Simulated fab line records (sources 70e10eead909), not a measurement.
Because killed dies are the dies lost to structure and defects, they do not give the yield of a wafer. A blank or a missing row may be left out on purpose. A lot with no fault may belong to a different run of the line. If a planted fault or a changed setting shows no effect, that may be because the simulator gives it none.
Chamber matching -- flow nand_harc -- NHARC_P_CONTACT_CMP_24 on cmp-01 has 4 sister chambers
The step polishes, t overpolish 30 s, target thk 200 nm. 4 wafers are shown with their chamber, then 8 later ones without.

WAFERS PAIRED WITH THEIR CHAMBERS
wafer,chamber,motor_current_A (A)
L079.1,1,14.5
L084.2,3,14.1
L084.6,0,12.5
L087.1,2,12.1

WAFERS WHOSE CHAMBER IS MISSING
wafer,motor_current_A (A)
L087.4,14.2
L087.6,13.8
L093.2,14.8
L093.4,14.0
L093.5,14.2
L096.3,11.9
L096.5,14.4
L096.6,11.5

WHICH CHAMBER EACH ONE RAN IN
wafer,from the rows above,in truth
L087.4,can't be placed: 3 or 1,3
L087.6,can't be placed: 3 or 1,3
L093.2,can't be placed: 1 or 3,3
L093.4,can't be placed: 3 or 1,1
L093.5,can't be placed: 3 or 1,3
L096.3,can't be placed: 2 or 0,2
L096.5,can't be placed: 1 or 3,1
L096.6,can't be placed: 2 or 0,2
Placed correctly: 0 of 8. These rows do not allow placing 8 (true chamber among the candidates in 8). Wrongly placed: 0.
How it was worked out, from the rows above alone: a wafer's distance from a chamber is the root of the sum, over the readings, of the square of ((its reading less the chamber's mean) divided by the reading's scatter). If the next closest chamber is less than 2 further off than the closest, the wafer can't be placed; otherwise it belongs to the closest. The mean given for a chamber averages the wafers shown for that chamber. The scatter (one wafer shown for each chamber): square how far every hidden wafer sits from the nearest shown wafer, average those squares and take the square root.
